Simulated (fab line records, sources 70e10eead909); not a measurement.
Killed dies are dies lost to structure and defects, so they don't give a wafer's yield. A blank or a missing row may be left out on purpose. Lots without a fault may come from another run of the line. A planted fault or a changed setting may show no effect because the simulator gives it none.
Matching of chambers	flow nand_harc	NHARC_A_CONTACT_ETCH_106 on rie_diel-04 has 4 sister chambers
The step etches the open film in CF4/O2, target depth 90 nm, overetch 9 nm, time 49.5 s. 24 wafers are shown with their chamber, then 12 later ones without.

EACH WAFER AND ITS CHAMBER
wafer	chamber	showerhead_plenum_p_Torr (Torr)	drypump_motor_current_A (A)	rf_vpp_V (V)
L074.2	1	1.35	5.7	199.7
L074.3	3	1.37	5.7	197.5
L074.6	2	1.26	6.2	195.7
L079.1	3	1.37	5.8	198.7
L079.3	0	1.29	5.8	197.6
L079.4	2	1.26	6.2	196.4
L080.2	3	1.37	5.8	199.6
L080.4	1	1.35	5.7	197.4
L080.6	1	1.35	5.7	199.5
L082.1	0	1.29	5.8	197.9
L082.2	1	1.35	5.7	198.5
L082.5	1	1.35	5.7	198.2
L086.3	0	1.29	5.9	196.7
L086.4	1	1.35	5.7	199.6
L086.6	2	1.25	6.2	196.7
L089.1	2	1.25	6.2	196.1
L089.2	3	1.37	5.8	199.4
L089.6	1	1.35	5.6	199.3
L087.3	1	1.35	5.7	197.5
L087.4	2	1.25	6.2	194.5
L087.6	1	1.35	5.7	198.8
L090.2	3	1.37	5.8	199.6
L090.3	0	1.28	5.8	196.9
L090.5	0	1.28	5.8	196.4

SIGNATURES (averages over the wafers above)
reading	chamber 0	chamber 1	chamber 2	chamber 3	scatter within a chamber
showerhead_plenum_p_Torr	1.2860	1.3500	1.2540	1.3700	0.00346
drypump_motor_current_A	5.820	5.689	6.200	5.780	0.0353
rf_vpp_V	197.100	198.722	195.880	198.960	0.835
Rule: for a wafer and a chamber, the distance is found by dividing, reading by reading, the gap between the wafer's reading and the chamber's mean by the reading's scatter, squaring, summing and taking the root. If the next closest chamber is less than 2 further off than the closest, the wafer can't be placed; otherwise it belongs to the closest. The scatter is the square root of a quotient: the sum, over the shown wafers, of each reading's squared deviation from its chamber's mean, divided by wafers minus chambers.

WAFERS WITH NO CHAMBER GIVEN
wafer	showerhead_plenum_p_Torr (Torr)	drypump_motor_current_A (A)	rf_vpp_V (V)
L091.3	1.37	5.7	197.9
L091.4	1.25	6.2	195.7
L091.6	1.35	5.7	198.3
L093.4	1.28	5.8	197.9
L093.5	1.35	5.7	197.6
L093.6	1.28	5.8	195.7
L095.2	1.35	5.7	197.8
L095.5	1.35	5.7	198.0
L095.6	1.28	5.9	196.1
L096.2	1.28	5.8	196.7
L096.3	1.25	6.2	197.0
L096.5	1.25	6.2	197.5

CHAMBER TAKEN BY EACH
wafer	from the rows above	in truth
L091.3	3	3
L091.4	2	2
L091.6	1	1
L093.4	0	0
L093.5	1	1
L093.6	0	0
L095.2	1	1
L095.5	1	1
L095.6	0	0
L096.2	0	0
L096.3	2	2
L096.5	2	2
Placed correctly: 12 of 12. Can't be placed from these rows: 0. Wrongly placed: 0.
